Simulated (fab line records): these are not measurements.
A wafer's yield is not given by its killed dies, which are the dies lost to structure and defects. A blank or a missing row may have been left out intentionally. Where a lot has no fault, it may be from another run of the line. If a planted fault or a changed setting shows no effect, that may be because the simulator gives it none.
Matching of chambers	flow n5 finfet	N5_BEOL_M0_SAQP_ETCH_88 on rie diel-03: 4 sister chambers
The step etches underlayer in N2/H2, target depth 6.5 nm, time 5.2 s. 8 wafers are shown with their chamber, then 8 later ones without.

## WAFERS WITH THEIR CHAMBER
wafer	chamber	showerhead plenum p Torr (Torr)	throttle valve pct (%)
L079.4	3	2.36	17.64
L080.1	0	2.61	17.86
L080.6	3	2.36	17.64
L084.6	1	2.64	17.71
L089.2	1	2.63	17.74
L089.3	0	2.60	17.88
L089.6	2	2.64	17.73
L091.4	2	2.64	17.71

## WAFERS WITH NO CHAMBER GIVEN
wafer	showerhead plenum p Torr (Torr)	throttle valve pct (%)
L091.5	2.64	17.72
L091.6	2.63	17.73
L095.1	2.63	17.74
L095.3	2.35	17.72
L095.4	2.64	17.74
L096.2	2.60	17.89
L096.3	2.64	17.73
L096.6	2.35	17.72

## WHICH CHAMBER EACH ONE RAN IN
wafer	from the rows above	in truth
L091.5	can't be placed: 2 or 1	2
L091.6	can't be placed: 1 or 2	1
L095.1	can't be placed: 1 or 2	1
L095.3	3	3
L095.4	can't be placed: 2 or 1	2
L096.2	0	0
L096.3	can't be placed: 2 or 1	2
L096.6	3	3
Correct placement for 3 of the 8. Can't be placed from these rows: 5 (the true chamber is among the candidates in 5). Number placed wrongly: 0.
How it was worked out, from the rows above alone: a wafer's distance from a chamber is the root of the sum, over the readings, of the square of ((its reading less the chamber's mean) divided by the reading's scatter). If the next closest chamber is less than 2 further off than the closest, the wafer can't be placed; otherwise it belongs to the closest. For every chamber, the mean is computed from those of its wafers that are shown. The scatter: the root of (the sum of the squares of (reading less its chamber's mean) over the shown wafers, divided by (wafers less chambers)).
